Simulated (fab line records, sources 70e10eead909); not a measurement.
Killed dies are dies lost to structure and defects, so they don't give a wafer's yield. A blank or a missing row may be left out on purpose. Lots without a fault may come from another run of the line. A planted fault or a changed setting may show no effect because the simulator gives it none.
A struck lot beside a sound one | flow nand_harc | 15 steps out of a route of 1302
Sound: wafers L134.1, L134.2, L134.5. Struck: wafers L145.1, L145.2, L145.3. The cause comes at the end.
At each step with rows: each side's tool, then ch and its chambers, then its first start. Under that, the readings that differ: sound wafers | struck wafers | difference of the means | sigmas: that difference in standard deviations of wafers without a fault.
alike: readings whose means differ by less than 2 such deviations, and words and numbers that are the same on both sides. not compared: withheld readings, readings that some wafer has no value for, bounds like >300 that may hide the same value, and numbers for which the record gives no deviation and whose values overlap.
The two part at a step that has a row with sigmas, a row that says differs or no value, or rows on one side only. Numbers that don't overlap but have no deviation are shown without sigmas and don't part them. A reading that every wafer of one side lacks parts them only if that side has two wafers or more.

NHARC_A_ONON_D2_THK_MEAS_14: measures by ellipsometry.
  sound on film_metro-01, day 12 18:59; struck on film_metro-02, day 17 13:01
  alike: thk_nm
then, 2 steps without rows for these wafers: NHARC_A_ONON_D2_ANNEAL_15 (time 3600 s); NHARC_A_ONON_D2_DEP_16 (target thk 1000 nm).
NHARC_A_ONON_D2_THK_MEAS_18: measures by ellipsometry.
  sound on film_metro-01, day 13 05:44; struck on film_metro-02, day 17 20:17
  alike: thk_nm
then, 1 step without rows for these wafers: NHARC_A_ONON_D2_DEP_19 (target thk 1000 nm).
NHARC_A_ONON_D2_THK_MEAS_21: measures by ellipsometry.
  sound on film_metro-02, day 13 06:19; struck on film_metro-02, day 17 20:53
  alike: thk_nm
then, 1 step without rows for these wafers: NHARC_A_ONON_D2_DEP_22 (target thk 1000 nm).
NHARC_A_ONON_D2_THK_MEAS_24: measures by ellipsometry.
  sound on film_metro-02, day 13 06:53; struck on film_metro-02, day 17 21:26
  alike: thk_nm
then, 1 step without rows for these wafers: NHARC_A_ONON_D2_DEP_25 (target thk 1000 nm).
NHARC_A_ONON_D2_THK_MEAS_27: measures by ellipsometry.
  sound on film_metro-01, day 13 07:27; struck on film_metro-02, day 17 22:01
  reading     | sound       | struck         | difference | sigmas
  thk_nm (nm) | 986 985 985 | 1008 1009 1010 | +24        | +2
then, 1 step without rows for these wafers: NHARC_A_ONON_D2_DEP_28 (target thk 1000 nm).
NHARC_A_ONON_D2_THK_MEAS_30: measures by ellipsometry.
  sound on film_metro-01, day 13 08:01; struck on film_metro-02, day 17 22:35
  alike: thk_nm
NHARC_A_ONON_D2_DEP_33: deposits SiO2, target thk 200 nm.
  sound on pecvd-04 ch 0,1,2, day 13 08:04; struck on pecvd-01 ch 0,1,2, day 17 22:38
  alike: heater_power_w, showerhead_vpp_V, throttle_valve_pct
NHARC_A_ONON_D2_THK_MEAS_34: measures by ellipsometry.
  sound on film_metro-01, day 13 08:29; struck on film_metro-01, day 17 23:03
  reading     | sound       | struck      | difference | sigmas
  thk_nm (nm) | 198 197 209 | 224 224 225 | +23        | +7
-- the record jumps here: 11 days lie between the struck wafers' starts before and after (it left off in module A_ONON_D2 and takes up again in module END, whose first step shown is number 1302 of the route) --
NHARC_END_SORT_01:
  sound on prober-02 ch 0, day 26 12:17; struck on prober-01 ch 0, day 28 22:09
  alike: killed_at_array, killed_at_other, killed_at_periphery, killed_dies, killed_open, killed_short

WHERE THEY PART
First at NHARC_A_ONON_D2_THK_MEAS_27; last, within this record, at NHARC_A_ONON_D2_THK_MEAS_34. Later steps at which nothing parts them and some readings are alike: NHARC_END_SORT_01.

WHY: what the simulator had put in
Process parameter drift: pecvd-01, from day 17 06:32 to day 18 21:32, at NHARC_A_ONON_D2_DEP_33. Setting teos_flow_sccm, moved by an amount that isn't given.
